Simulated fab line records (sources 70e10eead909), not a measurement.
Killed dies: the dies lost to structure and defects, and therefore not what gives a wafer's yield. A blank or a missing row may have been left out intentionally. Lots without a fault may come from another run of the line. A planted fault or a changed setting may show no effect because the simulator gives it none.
Chamber matching / flow nand_harc / ald_hk-04 running NHARC_A_STAIRCASE_ALD_415: 4 sister chambers
The step deposits SiO2, target thk 30 nm, pulse time 6 s, ald cycles 300. 8 wafers are shown with their chamber, then 12 later ones without.

== EACH WAFER AND ITS CHAMBER ==
wafer=L085.5; chamber=2; heater_power_w (W)=453; precursor_pulse_height_rel=1.013
wafer=L085.6; chamber=1; heater_power_w (W)=450; precursor_pulse_height_rel=1.032
wafer=L092.2; chamber=3; heater_power_w (W)=481; precursor_pulse_height_rel=0.954
wafer=L092.3; chamber=2; heater_power_w (W)=436; precursor_pulse_height_rel=1.013
wafer=L092.6; chamber=0; heater_power_w (W)=430; precursor_pulse_height_rel=1.015
wafer=L092.1; chamber=0; heater_power_w (W)=420; precursor_pulse_height_rel=0.977
wafer=L092.4; chamber=1; heater_power_w (W)=455; precursor_pulse_height_rel=1.010
wafer=L092.5; chamber=3; heater_power_w (W)=486; precursor_pulse_height_rel=1.018

== WAFERS MISSING THEIR CHAMBER ==
wafer=L095.2; heater_power_w (W)=489; precursor_pulse_height_rel=0.999
wafer=L095.4; heater_power_w (W)=439; precursor_pulse_height_rel=0.989
wafer=L095.6; heater_power_w (W)=446; precursor_pulse_height_rel=1.009
wafer=L096.1; heater_power_w (W)=494; precursor_pulse_height_rel=1.021
wafer=L096.4; heater_power_w (W)=419; precursor_pulse_height_rel=0.995
wafer=L096.6; heater_power_w (W)=451; precursor_pulse_height_rel=1.027
wafer=L096.2; heater_power_w (W)=433; precursor_pulse_height_rel=1.027
wafer=L096.3; heater_power_w (W)=468; precursor_pulse_height_rel=0.977
wafer=L096.5; heater_power_w (W)=421; precursor_pulse_height_rel=0.999
wafer=L097.1; heater_power_w (W)=450; precursor_pulse_height_rel=1.001
wafer=L097.2; heater_power_w (W)=432; precursor_pulse_height_rel=1.044
wafer=L097.6; heater_power_w (W)=434; precursor_pulse_height_rel=0.973

== CHAMBER TAKEN BY EACH ==
wafer=L095.2; from the rows above=3; in truth=3
wafer=L095.4; from the rows above=can't be placed: 2 or 0 or 1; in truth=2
wafer=L095.6; from the rows above=can't be placed: 2 or 1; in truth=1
wafer=L096.1; from the rows above=3; in truth=3
wafer=L096.4; from the rows above=0; in truth=0
wafer=L096.6; from the rows above=can't be placed: 1 or 2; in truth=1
wafer=L096.2; from the rows above=can't be placed: 0 or 2 or 1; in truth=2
wafer=L096.3; from the rows above=can't be placed: 3 or 1 or 2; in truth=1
wafer=L096.5; from the rows above=0; in truth=0
wafer=L097.1; from the rows above=can't be placed: 1 or 2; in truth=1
wafer=L097.2; from the rows above=can't be placed: 0 or 2 or 1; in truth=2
wafer=L097.6; from the rows above=can't be placed: 0 or 2 or 1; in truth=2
Placed correctly: 4 of 12. These rows do not allow placing 8 (true chamber among the candidates in 8). Placed wrongly: 0.
How it was worked out, from the rows above alone: a wafer's distance from a chamber is the root of the sum, over the readings, of the square of ((its reading less the chamber's mean) divided by the reading's scatter). The wafer belongs to the nearest chamber; if the next one is less than 2 further off, it can't be placed. A chamber's mean is the mean of its shown wafers. The scatter: take each reading less its chamber's mean, square it, sum over the shown wafers, divide by the number of wafers less the number of chambers, and take the root.
